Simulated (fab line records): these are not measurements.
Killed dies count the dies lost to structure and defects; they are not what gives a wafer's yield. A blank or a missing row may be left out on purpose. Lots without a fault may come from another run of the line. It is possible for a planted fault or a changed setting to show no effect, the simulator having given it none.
Code-filled problem report in 8D (eight disciplines) form ; flow nand-harc ; the parts of the form that need people (team, actions taken, sign-off) are left out

1. WHAT WENT WRONG
killed-at-array at NHARC_END_SORT_01 reads a mean of 670 on 2 wafers of 2 lots; wafers without a fault read 54 with a standard deviation of 12. That is +51 standard deviations from the usual mean.
Earliest sighting: wafer L659.3 on prober-02 at day 28 05:26. At this step, 9 wafers from 3 lots have a number in the record. Rule for "out", or "out of limits": more than 4 standard deviations from the usual mean. Any other wafer with a number is counted as sound.

2. WHAT IT IS AND WHAT IT IS NOT
question;is;is not
which readings at this step;killed-at-array, killed-dies;killed-at-periphery, killed-open, killed-short
which lots;L659, L662;L668
which wafers of those lots;L659.3, L662.4;L659.1, L659.4, L662.1, L662.6
read on which gauges;prober-02;prober-01
when;from day 28 05:26;"up to then (1 sound wafer); but 6 sound wafers of L659, L662, L668 came after"

3. SUSPECTS, AND WHAT RULES EACH OUT
Counting: if a tool at a process step up to the reading ran every lot that is out, it stays a suspect. Sound lots after the first of them don't rule it out here, since some wafers of a struck lot are sound.
- the gauge at NHARC_END_SORT_01 has been ruled out. All the wafers that are out were read on prober-02, but those of them that NHARC_A_CHANNEL_FILL_D2_ETCHBACK_20 has rows for are out there too, on other tools.
- rie-diel-08 at NHARC_A_CHANNEL_FILL_D2_ETCHBACK_20 (etches the open film in C4F8/O2/Ar, target depth 27 nm, time 13.5 s): kept. It ran every lot that is out, first L659 (day 18 06:49). Out on those wafers are its own readings of run-length-s.
- ald-hk-03 at NHARC_A_CHANNEL_FILL_D2_ALD_25 (deposits SiOx, target thk 60 nm, pulse time 10 s, ald cycles 600): kept. It ran every lot that is out, first L659 (day 18 18:47).
- At NHARC_A_CHANNEL_FILL_D2_ETCHBACK_20, inside rie-diel-08: chamber 0 took the wafers that are out, while their sound lot-mates went through chambers 2, 3.
Remaining after the count are rie-diel-08 at NHARC_A_CHANNEL_FILL_D2_ETCHBACK_20 and ald-hk-03 at NHARC_A_CHANNEL_FILL_D2_ALD_25.

4. THE CAUSE (what the simulator had put in)
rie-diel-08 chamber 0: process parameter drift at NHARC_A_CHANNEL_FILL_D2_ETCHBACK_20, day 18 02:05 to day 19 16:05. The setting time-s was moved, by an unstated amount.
Of the 2 suspects that counting leaves, this tool is one.

5. THE CHAIN OF EFFECTS, in route order
Each row: a reading whose mean over the struck wafers that have a number lies more than 3 standard deviations from the usual. Only readings for which the record gives a usual standard deviation are gone through. hours: the time from each lot's start at the first step in this table that gives one to its start at this step, as a median over the lots. sigmas: the change in usual standard deviations.
hours;step;reading;usual;on struck wafers;change;sigmas
0;NHARC_A_CHANNEL_FILL_D2_ETCHBACK_20;run-length-s;34.6 s;27.7;-6.9;-19
237;NHARC_END_SORT_01;killed-at-array;54;670;+616;+51
237;NHARC_END_SORT_01;killed-dies;59;677;+618;+48
Its process steps:
- NHARC_A_CHANNEL_FILL_D2_ETCHBACK_20: etches the open film in C4F8/O2/Ar, target depth 27 nm, time 13.5 s.

6. HOW IT WOULD HAVE BEEN CAUGHT EARLIER
The first out-of-limits reading at a measuring or inspecting step in this record came at day 28 05:26, 243 hours after the fault's start at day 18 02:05.
Tool's own readings at NHARC_A_CHANNEL_FILL_D2_ETCHBACK_20, run-length-s: out on all struck wafers the step has rows for; an alarm limit on them would have tripped on the first.
The start of NHARC_A_CHANNEL_FILL_D2_ETCHBACK_20 on rie-diel-08 came by day 28 05:26 for every one of the lots that are out (2). Holding the tool at that point would not have protected any of them.
